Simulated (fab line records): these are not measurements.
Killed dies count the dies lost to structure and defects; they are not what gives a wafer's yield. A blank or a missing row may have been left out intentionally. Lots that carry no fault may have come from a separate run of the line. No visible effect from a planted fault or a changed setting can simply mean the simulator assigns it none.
Split-lot study	flow n5Finfet	on a route of 1938 steps: 7 lots, 21 wafers read

## ABOUT THE SPLIT
At N5_BEOL_M7_VIA_ETCH_34 (etches SiCOH lowk in C4F6/O2, target depth 125.5 nm, time 50.5 s), the setting timeS was moved away from the recipe's 50.5 s on 7 of the 21 wafers read, by -21.0% to +19.6%. For the rest of the wafers, this setting stayed at what the recipe calls for.

The split's own step is where the reading is taken.

## THE READING
SOC_of_BEOL_M7_COAT_63.thkNm (the simulator's own value, which no gauge read), in nm, at N5_BEOL_M7_VIA_ETCH_34 (etches SiCOH lowk in C4F6/O2, target depth 125.5 nm, time 50.5 s). There is no usual value for it anywhere in the file. Here, 14 wafers ran the recipe; their average is 53.9 nm with a standard deviation of 0.14 nm.

wafer	tool, chamber at the split	timeS as run, s	against the recipe	SOC_of_BEOL_M7_COAT_63.thkNm, nm	against lot-mates on the recipe
L074.1	rieDiel-02, 2	50.5	recipe	53.8	-
L074.2	rieDiel-02, 0	50.5	recipe	53.8	-
L074.3	rieDiel-02, 3	50.5	recipe	53.8	-
L079.3	rieDiel-05, 3	50.5	recipe	54	-
L079.5	rieDiel-05, 3	50.5	recipe	54	-
L079.6	rieDiel-05, 2	58.7	+16.2%	53	-1.0
L084.1	rieDiel-02, 0	50.5	recipe	54.2	-
L084.2	rieDiel-02, 2	50.5	recipe	54.2	-
L084.5	rieDiel-02, 0	44.63	-11.6%	54.8	+0.6
L087.3	rieDiel-05, 3	39.9	-21.0%	55.4	+1.6
L087.5	rieDiel-05, 3	39.9	-21.0%	55.4	+1.6
L087.6	rieDiel-05, 0	50.5	recipe	53.8	-
L088.1	rieDiel-02, 1	60.4	+19.6%	52.4	-1.4
L088.2	rieDiel-02, 0	60.4	+19.6%	52.6	-1.2
L088.3	rieDiel-02, 2	50.5	recipe	53.8	-
L092.4	rieDiel-02, 0	50.5	recipe	54	-
L092.5	rieDiel-02, 2	50.5	recipe	53.8	-
L092.6	rieDiel-02, 3	57.98	+14.8%	53.2	-0.7
L095.2	rieDiel-02, 2	50.5	recipe	54	-
L095.3	rieDiel-02, 0	50.5	recipe	54	-
L095.6	rieDiel-02, 0	50.5	recipe	54	-

FIT RESULTS
A straight line over all 21 wafers: SOC_of_BEOL_M7_COAT_63.thkNm changes by -0.068 nm for each +1% of timeS; r = -0.98; the points scatter about the line by 0.15 nm.
The same after taking each lot's own level away (the mean of its wafers on the recipe; 21 wafers): -0.0671 nm for each +1%; r = -0.99; scatter 0.11 nm.
The reading moves by 1.4 nm for the largest change in timeS, on that fit.
Across the lots, their own levels run from 53.80 to 54.20 nm, a range of 2.9 times the standard deviation given above.
Consequently the slope shifts little with the lot-to-lot level, the two slopes agreeing.
Check: +1.38 nm against its lot-mates is what the line predicts for one of the wafers moved furthest among these (-21.0%) when that wafer is left out of the fit. Against them it came out at +1.6 nm.

## THE OTHER SPLITS THESE WAFERS WENT THROUGH
Note: prior to the reading, these wafers also went through further splits. Each is held against what the fit with the lots' levels taken away leaves over:
other split on the same wafers	wafers away from the commonest value	r with SOC_of_BEOL_M7_COAT_63.thkNm (lot level and that fit taken away)
N5_BEOL_M3_ETCH_41 targetDepthA	4	+0.15
N5_BEOL_M5_TRENCH_ETCH_37 timeS	11	+0.38
N5_BEOL_M5_ETCH_41 sourceW	6	+0.16
N5_BEOL_M6_ETCH_66 biasW	8	+0.26
N5_BEOL_M6_TRENCH_ETCH_37 sourceW	8	+0.16

## THE WHOLE CHAIN: every reading that the file lists as answering this split, in the file's order
step	what it does	reading	change (the file's fit)	r (the file's)
N5_BEOL_M7_VIA_ETCH_34	etches SiCOH lowk in C4F6/O2, target depth 125.5 nm, time 50.5 s	etch.depthNm (the simulator's own value, which no gauge read)	+1.29 nm for each +1% of the setting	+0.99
N5_BEOL_M7_VIA_ETCH_34	etches SiCOH lowk in C4F6/O2, target depth 125.5 nm, time 50.5 s	SOC_of_BEOL_M7_COAT_63.thkNm (the simulator's own value, which no gauge read)	-0.0642 nm for each +1% of the setting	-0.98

## FILE'S OWN FIT
SOC_of_BEOL_M7_COAT_63.thkNm changes by -0.0642 nm for each +1% of timeS, r = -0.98.
